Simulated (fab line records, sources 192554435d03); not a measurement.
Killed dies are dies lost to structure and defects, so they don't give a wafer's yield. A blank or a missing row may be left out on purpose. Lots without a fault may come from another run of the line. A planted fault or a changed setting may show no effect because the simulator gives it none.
Chamber matching | flow n5_finfet | N5_DUMMY_GATE_ETCH_23 on rie_si-01: 4 sister chambers
The step etches poly-Si in HBr/Cl2/O2, target depth 41 nm, time 22.3 s. 8 wafers are shown with their chamber, then 10 later ones without.

WAFERS WITH THEIR CHAMBER
wafer  | chamber | drypump_motor_current_A (A) | oes_product_au (a.u.)
L082.1 | 1       | 5.4                         | 0.990
L083.5 | 0       | 5.4                         | 1.025
L085.5 | 1       | 5.3                         | 0.992
L088.1 | 3       | 6.5                         | 0.974
L088.2 | 0       | 5.4                         | 1.024
L088.3 | 2       | 6.2                         | 0.991
L088.4 | 2       | 6.2                         | 0.988
L088.5 | 3       | 6.5                         | 0.976

WAFERS WITHOUT THEIR CHAMBER
wafer  | drypump_motor_current_A (A) | oes_product_au (a.u.)
L088.6 | 5.4                         | 1.030
L091.1 | 5.4                         | 1.025
L091.3 | 6.5                         | 0.968
L091.6 | 6.5                         | 0.959
L093.1 | 6.2                         | 1.018
L093.4 | 5.3                         | 0.996
L093.6 | 5.4                         | 1.026
L094.2 | 5.4                         | 1.006
L094.3 | 5.4                         | 1.027
L094.6 | 6.2                         | 1.005

WHICH CHAMBER EACH WENT THROUGH
wafer  | from the rows above | in truth
L088.6 | 0                   | 0
L091.1 | 0                   | 0
L091.3 | 3                   | 3
L091.6 | 3                   | 3
L093.1 | 2                   | 2
L093.4 | 1                   | 1
L093.6 | 0                   | 0
L094.2 | 1                   | 1
L094.3 | 0                   | 0
L094.6 | 2                   | 2
Placed correctly: 10 of 10. Can't be placed from these rows: 0. Placed wrongly: 0.
How it was worked out, from the rows above alone: a wafer's distance from a chamber is the root of the sum, over the readings, of the square of ((its reading less the chamber's mean) divided by the reading's scatter). The wafer belongs to the nearest chamber; if the next one is less than 2 further off, it can't be placed. A chamber's mean is the mean of its shown wafers. The scatter: the root of (the sum of the squares of (reading less its chamber's mean) over the shown wafers, divided by (wafers less chambers)).
